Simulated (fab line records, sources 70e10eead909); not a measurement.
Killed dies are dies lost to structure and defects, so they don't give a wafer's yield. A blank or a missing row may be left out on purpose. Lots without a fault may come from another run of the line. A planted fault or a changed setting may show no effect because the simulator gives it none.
fab line records | flow nand_harc
record lots=24 wafers=72 last_day=34
route steps=1302 shown A_CONTACT@1042
lots that met no fault: from a run of the same line without faults
start_h: hours from the record's first day to the start of the lot's first wafer shown | wait_h: hours since the lot's step before | " the same as in the row above | L1.1+2: a row that stands for several wafers | - no value, or no start given | * or withheld: withheld | < > ~ a bound
route shown NAME@n: a module of which the file shows steps, and the number in the route of the first | usual: mean/standard deviation of fault-free wafers | same: alike in all rows | chamber/n: place in a boat | sites: the reading at each site | _std_site: their standard deviation | _edge_site: outer sites' mean less inner sites' | radius_mm: how far each site lies from the wafer's centre | mask NAME#n: copy n | behind: the tool/chamber that last shaped the wafer | hold: why the lot was held/for how many hours/how that ended | device: the transistor (n, p or np) that didn't switch | end of line: the same wafers' tests at the end of the route | a step without rows: its recipe alone | killed: dies lost to structure and defects at the first sort, not the wafer's yield | map: a wafer's dies, x killed, . not, _ none there
set.NAME: the setting as run; set.NAME@STEP: as run at that earlier step | model.NAME: the simulator's own value behind a step, which no gauge read
steps of the route over a sample of lots; a table a step, a row a wafer
services: from which hour (start_h, from the record's first day; less than 0 if before it) a tool's chamber was out of use, for how many hours, and why
## steps
# step NHARC_A_CONTACT_DESCUM_74
# recipe time_s=3 o2_flow_sccm=200 ar_flow_sccm=0 bias_power_w=0 chemistry=O2
# usual drypump_motor_current_A=6.0/0.38 oes_product_au=1.001/0.0072 rf_vpp_V=57.8/0.88 showerhead_plenum_p_Torr=1.89/0.09 throttle_valve_pct=11.311/0.009
# columns lot.wafer tool chamber start_h wait_h drypump_motor_current_A oes_product_au rf_hours_counter_h rf_vpp_V showerhead_plenum_p_Torr throttle_valve_pct
L075.4 rie_diel-09 3 513.29 0.1 5.9 0.999 1 58.3 2.02 11.314
L075.2 " 0 " " 5.6 0.988 1 57.2 1.82 11.307
L075.1 " 1 " " 6.5 1.004 1 57.4 1.86 11.304
L074.4 rie_diel-09 3 516.27 0.1 5.9 1.005 1 58.9 2.02 11.313
L074.3 " 2 " " 5.8 1.004 2 57.9 1.80 11.308
L074.6 " 3 " " 5.9 1.007 - 59.3 2.02 11.316
L076.4 rie_diel-09 2 521.46 0.1 5.9 0.994 3 58.4 1.80 11.322
L076.1 " 1 " " 6.4 1.002 3 57.5 1.86 11.320
L076.6 " 3 " " 5.9 1.007 - 57.2 2.02 11.315
L077.1 rie_diel-09 3 527.65 0.1 5.9 1.002 3 58.0 2.02 11.321
L077.3 " 1 " " 6.4 1.007 4 58.2 1.86 11.318
L077.5 " 3 " " 5.9 1.007 - 58.1 2.02 11.309
L079.1 rie_diel-09 1 541.41 0.1 6.5 1.013 7 56.6 1.86 11.294
L079.4 " 0 " " 5.6 0.992 6 57.1 1.82 11.322
L079.5 " 2 " " 5.8 0.997 - 57.8 1.80 11.310
L078.3 rie_diel-04 2 542.18 0.1 6.3 0.996 0 58.2 1.83 11.308
L078.4 " 3 " " 6.0 1.011 0 58.2 1.85 11.315
L078.2 " 0 " " 6.0 0.993 0 60.0 2.08 11.304
L080.3 rie_diel-09 3 566.88 0.1 5.9 1.003 9 58.1 2.02 11.319
L080.4 " 0 " " 5.6 1.004 9 56.7 1.82 11.308
L080.5 " 3 " " 5.9 1.000 - 58.2 2.02 11.319
L082.1 rie_diel-09 0 601.73 0.1 5.6 0.993 13 57.6 1.82 11.321
L082.2 " 2 " " 5.9 1.001 16 58.1 1.80 11.318
L082.6 " 1 " " 6.5 1.012 - 57.4 1.86 11.312
L081.2 rie_diel-04 2 602.82 0.1 6.3 1.005 19 58.4 1.83 11.310
L081.6 " 1 " " 6.7 1.006 - 58.3 1.95 11.318
L081.5 " 2 " " 6.3 1.005 - 57.3 1.83 11.310
L083.1 rie_diel-09 3 605.32 0.1 5.9 0.996 14 58.5 2.02 11.323
L083.2 " 0 " " 5.6 0.985 13 56.7 1.82 11.298
L083.6 " 2 " " 5.8 0.996 - 57.1 1.80 11.310
L084.3 rie_diel-07 0 606.92 0.1 6.0 1.001 35 57.2 1.93 11.322
L084.1 " 1 " " 6.1 1.005 42 58.9 2.02 11.314
L084.6 " 2 " " 6.5 1.004 - 58.0 1.91 11.296
L085.2 rie_diel-07 3 629.24 0.1 5.1 0.997 42 56.9 1.83 11.300
L085.1 " 0 " " 6.1 1.008 42 58.1 1.93 11.310
L085.5 " 0 " " 6.0 1.008 - 59.0 1.93 11.305
L086.2 rie_diel-09 3 629.48 0.1 5.8 0.999 19 59.1 2.02 11.308
L086.6 " 2 " " 5.8 0.997 - 56.8 1.80 11.313
L086.4 " 3 " " 5.9 1.000 - 58.0 2.02 11.308
L088.2 rie_diel-09 3 646.35 0.1 5.8 1.001 23 58.0 2.01 11.297
L088.4 " 0 " " 5.5 0.987 20 57.9 1.82 11.307
L088.5 " 0 " " 5.5 0.984 - 57.7 1.82 11.307
L089.3 rie_diel-09 3 648.31 0.1 5.8 1.002 24 58.2 2.01 11.289
L089.4 " 1 " " 6.5 1.006 23 59.1 1.86 11.306
L089.2 " 2 " " 5.9 1.006 25 57.8 1.79 11.316
L087.3 rie_diel-04 3 652.90 0.4 6.0 1.007 39 57.7 1.84 11.294
L087.2 " 1 " " 6.8 1.002 38 57.0 1.95 11.308
L087.5 " 2 " " 6.3 1.002 - 58.3 1.82 11.310
L090.3 rie_diel-09 2 683.68 0.1 5.8 0.995 0 58.4 1.79 11.330
L090.2 " 3 " " 5.8 0.999 0 57.7 2.01 11.305
L090.4 " 0 " " 5.6 1.000 0 58.8 1.82 11.295
L091.2 rie_diel-04 1 688.55 0.1 6.7 1.001 51 57.6 1.94 11.312
L091.4 " 3 " " 6.0 1.001 52 56.0 1.83 11.320
L091.5 " 1 " " 6.7 1.007 - 58.4 1.94 11.319
L092.1 rie_diel-09 1 692.63 0.1 6.4 1.012 1 56.2 1.86 11.310
L092.3 " 3 " " 5.9 1.000 1 59.2 2.01 11.324
L092.6 " 2 " " 5.9 0.996 - 56.4 1.79 11.307
L093.4 rie_diel-09 0 722.06 0.1 5.6 1.011 6 55.9 1.82 11.316
L093.1 " 2 " " 5.9 1.015 5 57.8 1.79 11.309
L093.6 " 3 " " 5.9 1.006 - 58.6 2.01 11.296
L094.4 rie_diel-04 3 722.88 0.1 6.0 0.997 2 56.6 1.83 11.311
L094.2 " 1 " " 6.7 1.000 4 59.2 1.94 11.312
L094.1 " 2 " " 6.3 1.000 2 57.0 1.82 11.306
L095.1 rie_diel-09 0 723.84 0.1 5.6 0.996 7 57.3 1.81 11.304
L095.3 " 1 " " 6.4 1.020 6 57.8 1.85 11.303
L095.5 " 2 " " 5.9 0.997 - 58.5 1.79 11.314
L096.2 rie_diel-09 0 737.51 0.1 5.6 1.002 9 57.6 1.81 11.319
L096.6 " 2 " " 5.9 0.992 - 57.5 1.79 11.315
L096.5 " 3 " " 5.9 1.001 - 58.7 2.01 11.319
L097.1 rie_diel-07 0 738.27 0.1 6.0 0.994 29 59.3 1.91 11.335
L097.4 " 1 " " 6.1 0.997 31 57.9 2.01 11.293
L097.5 " 2 " " 6.5 1.004 - 57.7 1.89 11.322
# step NHARC_A_CONTACT_DEP_84
# recipe target_thk_a=28000 temp_c=400 material=aC
# usual throttle_valve_pct=35.001/0.0091
# columns lot.wafer tool chamber start_h wait_h throttle_valve_pct
L075.1 acl_dep-03 0 518.47 - 35.009
L075.2 " 0 " " 35.014
L075.4 " 0 " " 34.996
L074.3 acl_dep-02 0 521.96 - 34.990
L074.4 " 0 " " 35.002
L074.6 " 0 " " 35.004
L076.1 acl_dep-02 0 530.38 - 34.995
L076.4 " 0 " " 34.986
L076.6 " 0 " " 35.002
L077.1 acl_dep-02 0 533.00 - 34.996
L077.3 " 0 " " 34.991
L077.5 " 0 " " 34.991
L079.1 acl_dep-03 0 548.89 - 35.004
L079.4 " 0 " " 35.000
L079.5 " 0 " " 34.995
L078.2 acl_dep-01 0 551.07 - 35.016
L078.3 " 0 " " 34.998
L078.4 " 0 " " 35.005
L080.3 acl_dep-02 0 572.56 - 35.004
L080.4 " 0 " " 35.015
L080.5 " 0 " " 35.023
L082.1 acl_dep-01 0 608.07 - 34.992
L082.2 " 0 " " 35.009
L082.6 " 0 609.49 - 34.998
L081.2 acl_dep-03 0 613.34 - 35.000
L081.5 " 0 " " 35.008
L081.6 " 0 " " 35.019
L083.1 acl_dep-03 0 614.75 - 35.003
L083.2 " 0 " " 34.992
L083.6 " 0 616.18 - 35.009
L084.1 acl_dep-01 0 619.66 - 35.010
L084.3 " 0 " " 35.002
L084.6 " 0 " " 34.988
L085.1 acl_dep-02 0 636.47 - 34.989
L085.2 " 0 " " 35.005
L085.5 " 0 " " 34.998
L086.2 acl_dep-02 0 638.49 - 35.003
L086.4 " 0 " " 35.011
L086.6 " 0 " " 34.989
L088.2 acl_dep-02 0 652.05 - 34.993
L088.4 " 0 " " 34.999
L088.5 " 0 " " 35.003
L089.2 acl_dep-01 0 654.18 - 34.974
L089.3 " 0 " " 35.007
L089.4 " 0 " " 34.982
L087.2 acl_dep-03 0 659.58 - 35.000
L087.3 " 0 " " 35.005
L087.5 " 0 " " 34.997
L090.2 acl_dep-02 0 689.09 - 35.003
L090.3 " 0 " " 34.991
L090.4 " 0 " " 35.003
L091.2 acl_dep-01 0 694.11 - 35.008
L091.4 " 0 " " 35.005
L091.5 " 0 " " 34.995
L092.1 acl_dep-02 0 698.37 - 35.005
L092.3 " 0 " " 35.017
L092.6 " 0 " " 35.000
L093.1 acl_dep-01 0 727.17 - 35.022
L093.4 " 0 " " 34.997
L093.6 " 0 " " 34.991
L094.1 acl_dep-02 0 727.99 - 35.004
L094.2 " 0 " " 35.003
L094.4 " 0 " " 34.988
L095.1 acl_dep-03 0 728.98 - 35.022
L095.3 " 0 " " 35.010
L095.5 " 0 " " 35.010
L096.2 acl_dep-02 0 749.36 - 34.999
L096.5 " 0 " " 35.012
L096.6 " 0 " " 35.002
L097.1 acl_dep-03 0 750.77 - 35.008
L097.4 " 0 " " 35.011
L097.5 " 0 " " 34.998
# step NHARC_A_CONTACT_ETCH_137
# recipe source_w=withheld pressure_mtorr=20 bias_v=1200 time_s=311 target_depth_a=19120 ar_flow_sccm=withheld c4f8_flow_sccm=withheld o2_flow_sccm=withheld chemistry=C4F8/O2/Ar
# columns lot.wafer tool chamber start_h wait_h rf_hours_counter_h
L075.2 har_cap_etch-01 0 522.89 0.2 2
L075.1 " 1 " " 2
L075.4 " 1 " " -
L074.3 har_cap_etch-02 0 525.87 0.2 -
L074.4 " 1 " " -
L074.6 " 0 " " -
L076.1 har_cap_etch-01 0 535.63 0.2 6
L076.4 " 0 " " -
L076.6 " 1 " " -
L077.1 har_cap_etch-03 1 537.56 0.2 49
L077.3 " 1 " " -
L077.5 " 0 " " -
L079.1 har_cap_etch-03 1 553.35 0.2 50
L079.4 " 0 " " -
L079.5 " 0 " " -
L078.2 har_cap_etch-01 0 555.22 0.2 9
L078.3 " 0 " " -
L078.4 " 1 " " -
L080.3 har_cap_etch-01 1 576.60 0.2 -
L080.4 " 0 " " -
L080.5 " 1 " " -
L082.2 har_cap_etch-01 1 612.64 0.2 15
L082.1 " 0 " " 15
L082.6 " 0 " " -
L081.2 har_cap_etch-01 1 617.59 0.2 17
L081.6 " 0 " " -
L081.5 " 1 " " -
L083.2 har_cap_etch-02 1 619.30 0.2 108
L083.1 " 0 " " 108
L083.6 " 1 " " -
L084.1 har_cap_etch-01 0 624.25 0.2 18
L084.3 " 0 " " -
L084.6 " 1 " " -
L085.2 har_cap_etch-02 1 641.00 0.2 111
L085.1 " 0 " " 111
L085.5 " 1 " " -
L086.2 har_cap_etch-01 1 643.21 0.2 22
L086.4 " 0 " " -
L086.6 " 0 " " -
L088.2 har_cap_etch-03 0 656.37 0.2 67
L088.4 " 1 " " -
L088.5 " 1 " " -
L089.2 har_cap_etch-01 0 658.29 0.2 25
L089.3 " 0 " " -
L089.4 " 1 " " -
L087.2 har_cap_etch-03 0 664.46 0.2 68
L087.3 " 0 " " -
L087.5 " 0 " " -
L090.2 har_cap_etch-03 1 693.23 0.2 72
L090.4 " 1 " " -
L090.3 " 0 " " -
L091.2 har_cap_etch-01 0 698.22 0.2 30
L091.4 " 0 " " -
L091.5 " 1 " " -
L092.1 har_cap_etch-03 0 702.80 0.2 73
L092.3 " 1 " " -
L092.6 " 0 " " -
L093.1 har_cap_etch-03 0 731.56 0.2 79
L093.4 " 1 " " -
L093.6 " 1 " " -
L094.2 har_cap_etch-02 0 732.51 0.2 129
L094.1 " 1 " " 129
L094.4 " 1 " " -
L095.1 har_cap_etch-03 1 733.66 0.2 80
L095.3 " 1 " " -
L095.5 " 1 " " -
L096.2 har_cap_etch-02 1 753.63 0.2 132
L096.6 " 0 " " -
L096.5 " 1 " " -
L097.1 har_cap_etch-03 0 755.15 0.2 84
L097.4 " 0 " " -
L097.5 " 1 " " -
# step NHARC_A_CONTACT_ETCH_98
# recipe target_depth_a=200 over_etch_frac=0.5 time_s=10 ion_energy_ev=250 c4f6_flow_sccm=25 o2_flow_sccm=20 ar_flow_sccm=500 rf_w=600 bias_w=500 chemistry=C4F6/O2
# usual drypump_motor_current_A=6.0/0.41 oes_product_au=0.955/0.02 rf_fwd_power_W=586.5/2.5 rf_vpp_V=546/3.3 showerhead_plenum_p_Torr=3.88/0.16 throttle_valve_pct=26.903/0.0085
# columns lot.wafer tool chamber start_h wait_h drypump_motor_current_A oes_product_au rf_fwd_power_W rf_hours_counter_h rf_vpp_V showerhead_plenum_p_Torr throttle_valve_pct
L075.2 rie_diel-09 0 - - 5.6 0.929 584.5 3 544 3.76 26.896
L075.1 " 2 " " 5.8 0.944 587.2 4 543 3.71 26.903
L075.4 " 3 " " 5.9 0.946 589.9 3 552 4.12 26.904
L074.3 rie_diel-09 2 - - 5.8 0.952 588.6 4 543 3.71 26.900
L074.4 " 3 " " 5.9 0.946 583.8 3 551 4.12 26.896
L074.6 " 0 " " 5.6 0.932 585.8 - 545 3.76 26.900
L076.1 rie_diel-07 3 - - 5.1 0.962 585.4 18 543 3.79 26.903
L076.4 " 1 " " 6.1 0.950 586.6 18 551 4.14 26.904
L076.6 " 2 " " 6.5 0.967 587.4 - 546 3.92 26.908
L077.1 rie_diel-09 3 - - 5.9 0.949 588.7 6 550 4.12 26.896
L077.3 " 0 " " 5.6 0.929 585.8 5 542 3.75 26.906
L077.5 " 1 " " 6.4 0.951 589.9 - 545 3.83 26.904
L079.1 rie_diel-04 2 - - 6.3 0.988 582.3 2 542 3.77 26.897
L079.4 " 0 " " 6.1 1.006 589.0 2 553 4.23 26.891
L079.5 " 2 " " 6.3 0.991 587.2 - 544 3.77 26.899
L078.3 rie_diel-09 3 - - 5.9 0.959 586.3 8 551 4.12 26.900
L078.2 " 0 " " 5.6 0.924 588.1 8 544 3.75 26.908
L078.4 " 1 " " 6.5 0.946 588.2 10 545 3.82 26.895
L080.4 rie_diel-09 2 - - 5.8 0.953 591.0 13 544 3.71 26.906
L080.3 " 3 " " 5.9 0.958 586.7 11 552 4.12 26.907
L080.5 " 1 " " 6.5 0.982 585.1 - 544 3.82 26.911
L082.2 rie_diel-07 3 - - 5.1 0.936 582.2 39 542 3.77 26.901
L082.1 " 0 " " 6.1 0.951 587.5 38 547 3.95 26.917
L082.6 " 1 " " 6.1 0.952 587.9 - 551 4.13 26.895
L081.2 rie_diel-09 1 - - 6.5 0.946 585.3 19 545 3.82 26.899
L081.5 " 1 " " 6.5 0.932 584.2 - 545 3.82 26.905
L081.6 " 2 " " 5.9 0.934 588.5 - 542 3.70 26.915
L083.1 rie_diel-07 3 - - 5.1 0.924 587.0 40 545 3.77 26.907
L083.2 " 0 " " 6.1 0.938 580.9 39 548 3.95 26.902
L083.6 " 3 " " 5.1 0.928 588.1 - 545 3.77 26.909
L084.3 rie_diel-09 3 625.47 0.1 5.9 0.979 585.8 18 550 4.11 26.899
L084.1 " 0 " " 5.6 0.964 586.6 17 543 3.75 26.900
L084.6 " 2 " " 5.9 0.974 586.8 - 540 3.70 26.904
L085.1 rie_diel-07 2 642.47 0.3 6.5 0.977 582.0 50 546 3.90 26.902
L085.2 " 3 " " 5.1 0.964 586.6 46 543 3.77 26.907
L085.5 " 2 " " 6.5 0.989 584.8 - 546 3.90 26.916
L086.2 rie_diel-09 1 - - 6.5 0.930 587.3 22 544 3.82 26.906
L086.4 " 2 " " 5.9 0.929 589.0 25 542 3.70 26.893
L086.6 " 1 " " 6.5 0.929 587.3 - 546 3.82 26.906
L088.2 rie_diel-04 0 - - 6.1 0.933 592.4 43 552 4.20 26.898
L088.4 " 1 " " 6.8 0.946 583.9 40 547 3.99 26.913
L088.5 " 1 " " 6.8 0.936 587.2 - 547 3.99 26.896
L089.3 rie_diel-04 0 - - 6.1 0.935 594.1 43 552 4.20 26.898
L089.4 " 1 " " 6.8 0.954 583.4 40 547 3.99 26.918
L089.2 " 2 " " 6.3 0.941 583.4 39 543 3.75 26.910
L087.2 rie_diel-07 3 - - 5.1 0.991 582.7 1 543 3.77 26.896
L087.3 " 0 " " 6.1 1.002 586.3 2 546 3.94 26.899
L087.5 " 1 " " 6.1 1.002 588.0 - 550 4.12 26.905
L090.2 rie_diel-07 1 - - 6.1 0.950 586.2 12 550 4.11 26.911
L090.4 " 2 " " 6.5 0.950 585.9 11 546 3.89 26.907
L090.3 " 3 " " 5.1 0.949 581.7 9 544 3.76 26.912
L091.4 rie_diel-09 1 - - 6.5 0.951 586.8 3 544 3.81 26.887
L091.2 " 3 " " 5.8 0.926 582.7 3 552 4.11 26.899
L091.5 " 0 " " 5.6 0.939 590.2 - 543 3.74 26.904
L092.1 rie_diel-09 3 - - 5.9 0.932 587.3 4 552 4.11 26.898
L092.3 " 1 " " 6.4 0.957 585.3 4 545 3.81 26.906
L092.6 " 3 " " 5.9 0.935 586.3 - 550 4.11 26.917
L093.4 rie_diel-09 1 - - 6.4 0.961 589.0 8 545 3.81 26.890
L093.1 " 2 " " 5.9 0.968 588.9 8 543 3.70 26.898
L093.6 " 2 " " 5.8 0.965 587.6 - 544 3.70 26.906
L094.4 rie_diel-04 2 - - 6.3 0.963 586.2 7 543 3.74 26.921
L094.1 " 3 " " 6.1 0.958 584.8 7 544 3.76 26.912
L094.2 " 1 " " 6.8 0.974 584.3 9 547 3.97 26.890
L095.3 rie_diel-07 2 - - 6.5 0.937 583.6 17 548 3.89 26.903
L095.1 " 0 " " 6.0 0.958 584.8 28 547 3.93 26.912
L095.5 " 2 " " 6.5 0.944 583.8 - 547 3.89 26.903
L096.2 rie_diel-09 1 - - 6.5 0.956 584.8 12 544 3.81 26.901
L096.6 " 1 " " 6.5 0.959 584.1 - 545 3.81 26.896
L096.5 " 2 " " 5.8 0.938 587.0 - 542 3.69 26.920
L097.4 rie_diel-04 1 - - 6.8 0.967 583.4 15 549 3.97 26.910
L097.1 " 0 " " 6.1 0.947 589.2 15 550 4.18 26.899
L097.5 " 2 " " 6.4 0.962 586.5 - 544 3.73 26.916
# step NHARC_A_CONTACT_ETCH_110
# recipe target_depth_a=600 overetch_a=60 time_s=33 ion_energy_ev=100 cf4_flow_sccm=80 o2_flow_sccm=20 ar_flow_sccm=0 rf_w=300 bias_w=100 chemistry=CF4/O2
# usual drypump_motor_current_A=6.0/0.38 oes_product_au=1.000/0.0075 rf_fwd_power_W=295.7/1.3 rf_vpp_V=197.6/1.4 showerhead_plenum_p_Torr=1.32/0.06 throttle_valve_pct=13.397/0.0093
# columns lot.wafer tool chamber start_h wait_h drypump_motor_current_A oes_product_au rf_fwd_power_W rf_hours_counter_h rf_vpp_V showerhead_plenum_p_Torr throttle_valve_pct
L075.2 rie_diel-09 2 524.50 0.1 5.8 0.988 296.9 4 196.4 1.26 13.409
L075.1 " 3 " " 5.8 1.002 294.6 3 199.0 1.41 13.399
L075.4 " 0 " " 5.5 0.993 295.2 3 197.0 1.27 13.417
L074.4 rie_diel-09 2 527.39 0.1 5.9 1.007 298.3 4 197.0 1.26 13.403
L074.3 " 3 " " 5.9 1.013 293.6 3 199.9 1.41 13.394
L074.6 " 2 " " 5.8 0.998 298.9 - 196.0 1.26 13.404
L076.4 rie_diel-09 0 537.25 0.1 5.6 0.994 296.1 5 196.6 1.27 13.418
L076.1 " 2 " " 5.9 0.995 295.6 8 196.3 1.26 13.411
L076.6 " 3 " " 5.9 1.003 293.4 - 198.5 1.41 13.402
L077.3 rie_diel-09 2 539.13 0.1 5.8 0.993 297.3 8 196.1 1.26 13.388
L077.1 " 3 " " 5.8 0.997 294.3 6 198.5 1.41 13.399
L077.5 " 0 " " 5.6 0.999 295.8 - 197.2 1.27 13.396
L079.4 rie_diel-07 2 554.92 0.1 6.5 1.006 294.0 22 196.5 1.33 13.385
L079.1 " 0 " " 6.0 1.006 295.2 19 198.7 1.35 13.380
L079.5 " 2 " " 6.5 1.015 296.1 - 197.6 1.33 13.397
L078.2 rie_diel-09 3 557.02 0.1 5.9 0.995 293.6 8 200.0 1.41 13.388
L078.3 " 1 " " 6.4 1.007 295.9 10 196.1 1.30 13.398
L078.4 " 2 " " 5.9 1.007 298.3 11 197.1 1.26 13.387
L080.4 rie_diel-09 3 578.13 0.1 5.8 1.002 292.1 11 199.2 1.41 13.406
L080.3 " 1 " " 6.4 0.996 296.5 13 195.8 1.30 13.402
L080.5 " 2 " " 5.9 1.000 296.4 - 195.7 1.26 13.393
L082.1 rie_diel-07 2 614.26 0.1 6.5 1.003 297.0 43 198.5 1.33 13.409
L082.2 " 0 " " 6.1 1.003 294.8 38 199.2 1.34 13.392
L082.6 " 2 " " 6.5 1.003 296.9 - 197.9 1.33 13.398
L081.2 rie_diel-07 1 619.16 0.1 6.1 0.996 296.7 46 197.5 1.41 13.411
L081.5 " 1 " " 6.1 1.009 296.9 - 198.8 1.41 13.401
L081.6 " 2 " " 6.5 1.005 294.5 - 198.5 1.33 13.395
L083.2 rie_diel-07 2 620.92 0.1 6.5 1.008 296.8 44 199.3 1.33 13.395
L083.1 " 0 " " 6.1 1.013 294.3 39 198.3 1.34 13.391
L083.6 " 2 " " 6.5 1.007 296.3 - 196.8 1.33 13.387
L084.1 rie_diel-09 2 625.88 0.1 5.8 0.987 296.2 21 196.7 1.25 13.402
L084.3 " 3 " " 5.9 1.006 294.2 18 198.4 1.41 13.406
L084.6 " 2 " " 5.9 0.993 296.8 - 197.3 1.25 13.409
L085.1 rie_diel-04 3 642.92 0.1 6.0 0.994 296.2 33 196.4 1.28 13.385
L085.2 " 0 " " 6.1 0.994 297.8 33 199.3 1.44 13.387
L085.5 " 3 " " 6.0 0.984 295.9 - 197.5 1.28 13.381
L086.2 rie_diel-07 1 644.80 0.1 6.1 1.010 297.1 54 198.9 1.41 13.402
L086.4 " 0 " " 6.1 1.006 293.7 44 198.4 1.34 13.399
L086.6 " 1 " " 6.1 0.999 297.3 - 199.7 1.41 13.407
L088.4 rie_diel-09 3 657.95 0.1 5.8 0.988 293.2 26 199.4 1.40 13.413
L088.2 " 0 " " 5.6 0.990 297.4 23 195.7 1.27 13.386
L088.5 " 1 " " 6.4 1.012 296.7 - 198.4 1.30 13.406
L089.3 rie_diel-09 0 659.92 0.0 5.6 0.993 296.1 24 197.6 1.27 13.400
L089.2 " 2 " " 5.8 0.995 295.1 28 195.7 1.25 13.386
L089.4 " 3 " " 5.9 0.992 294.4 26 198.8 1.40 13.399
L087.2 rie_diel-07 3 666.07 0.1 5.1 0.998 296.1 1 197.8 1.28 13.400
L087.3 " 0 " " 6.1 1.015 296.1 2 197.6 1.34 13.401
L087.5 " 0 " " 6.0 1.007 295.3 - 197.9 1.34 13.407
L090.2 rie_diel-09 3 694.84 0.1 5.8 0.999 293.7 2 199.3 1.40 13.388
L090.3 " 1 " " 6.4 1.006 294.9 3 197.4 1.30 13.408
L090.4 " 2 " " 5.8 0.996 296.3 2 197.5 1.25 13.397
L091.2 rie_diel-09 3 699.83 0.1 5.8 1.003 295.4 3 199.2 1.40 13.402
L091.4 " 0 " " 5.6 0.992 297.7 4 196.8 1.27 13.393
L091.5 " 3 " " 5.8 1.006 294.6 - 197.7 1.40 13.391
L092.1 rie_diel-09 1 704.41 0.1 6.4 0.997 295.0 4 197.4 1.29 13.406
L092.3 " 2 " " 5.9 0.997 296.5 3 195.8 1.25 13.406
L092.6 " 0 " " 5.5 0.995 298.4 - 197.0 1.27 13.395
L093.4 rie_diel-09 1 733.30 0.1 6.5 1.015 296.4 8 196.1 1.29 13.409
L093.1 " 2 " " 5.8 1.000 297.1 8 196.7 1.25 13.410
L093.6 " 0 " " 5.6 1.001 296.7 - 195.7 1.27 13.407
L094.1 rie_diel-09 2 734.13 0.1 5.9 1.005 295.5 8 196.2 1.25 13.397
L094.4 " 3 " " 5.9 0.991 293.8 8 200.4 1.40 13.397
L094.2 " 0 " " 5.5 0.987 296.4 9 195.8 1.27 13.382
L095.1 rie_diel-09 1 735.26 0.1 6.4 1.010 296.1 9 196.6 1.29 13.407
L095.3 " 0 " " 5.5 1.000 295.6 9 197.5 1.27 13.405
L095.5 " 1 " " 6.5 1.007 295.7 - 198.9 1.29 13.396
L096.2 rie_diel-09 2 755.19 0.1 5.8 1.004 295.8 12 195.4 1.25 13.396
L096.5 " 1 " " 6.4 1.011 296.1 - 197.0 1.29 13.403
L096.6 " 2 " " 5.8 0.992 296.7 - 196.8 1.25 13.377
L097.1 rie_diel-04 3 756.79 0.1 6.0 1.001 295.3 16 197.3 1.27 13.407
L097.4 " 0 " " 6.1 1.001 297.7 15 200.5 1.43 13.396
L097.5 " 1 " " 6.7 1.013 295.7 - 198.1 1.35 13.409
# step NHARC_A_CONTACT_INSPECT_23
# usual raw_defect_count=516/150
# columns lot.wafer tool chamber start_h wait_h raw_defect_count
L075.1 defect_inspect-02 - 526.67 0.1 423
L075.2 " - " " 470
L075.4 " - " " 416
L074.3 defect_inspect-02 - 529.53 0.1 516
L074.4 " - " " 367
L074.6 " - " " 367
L076.1 defect_inspect-01 - 539.45 0.1 570
L076.4 " - " " 548
L076.6 " - " " 663
L077.1 defect_inspect-02 - 541.35 0.1 556
L077.3 " - " " 572
L077.5 " - " " 613
L079.1 defect_inspect-01 - 557.10 0.1 495
L079.4 " - " " 378
L079.5 " - " " 323
L078.2 defect_inspect-02 - 559.23 0.1 887
L078.3 " - " " 606
L078.4 " - " " 568
L080.3 defect_inspect-02 - 580.28 0.1 446
L080.4 " - " " 502
L080.5 " - " " 533
L082.1 defect_inspect-01 - 616.47 0.1 659
L082.2 " - " " 426
L082.6 " - " " 375
L081.2 defect_inspect-02 - 621.33 0.1 815
L081.5 " - " " 363
L081.6 " - " " 307
L083.1 defect_inspect-02 - 623.04 0.1 556
L083.2 " - " " 488
L083.6 " - " " 504
L084.1 defect_inspect-02 - 628.12 0.1 421
L084.3 " - " " 674
L084.6 " - " " 457
L085.1 defect_inspect-02 - 645.09 0.1 505
L085.2 " - " " 417
L085.5 " - " " 404
L086.2 defect_inspect-02 - 646.98 0.1 365
L086.4 " - " " 306
L086.6 " - " " 343
L088.2 defect_inspect-01 - 660.06 0.1 549
L088.4 " - " " 552
L088.5 " - " " 474
L089.2 defect_inspect-01 - 662.06 0.1 550
L089.3 " - " " 456
L089.4 " - " " 354
L087.2 defect_inspect-02 - 668.21 0.1 589
L087.3 " - " " 572
L087.5 " - " " 879
L090.2 defect_inspect-02 - 697.04 0.1 497
L090.3 " - " " 641
L090.4 " - " " 417
L091.2 defect_inspect-01 - 701.96 0.1 603
L091.4 " - " " 524
L091.5 " - " " 668
L092.1 defect_inspect-01 - 706.59 0.1 916
L092.3 " - " " 986
L092.6 " - " " 1046
L093.1 defect_inspect-02 - 735.48 0.1 489
L093.4 " - " " 557
L093.6 " - " " 544
L094.1 defect_inspect-01 - 736.27 0.1 403
L094.2 " - " " 396
L094.4 " - " " 352
L095.1 defect_inspect-01 - 737.41 0.1 312
L095.3 " - " " 558
L095.5 " - " " 456
L096.2 defect_inspect-01 - 757.40 0.1 403
L096.5 " - " " 343
L096.6 " - " " 451
L097.1 defect_inspect-01 - 758.95 0.1 550
L097.4 " - " " 617
L097.5 " - " " 689
## services
# columns tool chamber start_h hours kind
rie_diel-09 - 497.10 9.0 pm
rie_diel-09 0 497.10 9.0 vent_cycle
rie_diel-09 1 497.10 9.0 vent_cycle
har_cap_etch-01 - 497.24 17.0 pm
rie_diel-07 - 510.32 0.1 repair
rie_diel-04 - 533.09 9.0 pm
rie_diel-07 0 544.77 7.0 repair
acl_dep-01 - 554.38 13.0 pm
acl_dep-02 - 607.82 13.0 pm
rie_diel-04 - 611.73 0.7 repair
rie_diel-09 1 624.67 4.9 repair
rie_diel-07 0 634.89 8.1 repair
rie_diel-07 - 651.93 9.0 pm
rie_diel-09 - 662.10 3.7 repair
acl_dep-03 - 671.47 13.0 pm
rie_diel-09 - 674.10 9.0 pm
rie_diel-07 3 700.75 5.1 repair
rie_diel-07 2 704.29 22.1 repair
rie_diel-04 1 704.74 2.4 repair
rie_diel-04 - 710.09 9.0 pm
rie_diel-07 - 736.39 1.2 repair
acl_dep-01 - 739.01 13.0 pm
har_cap_etch-02 - 751.99 0.6 repair
har_cap_etch-02 - 754.39 17.0 pm
## key
fault none
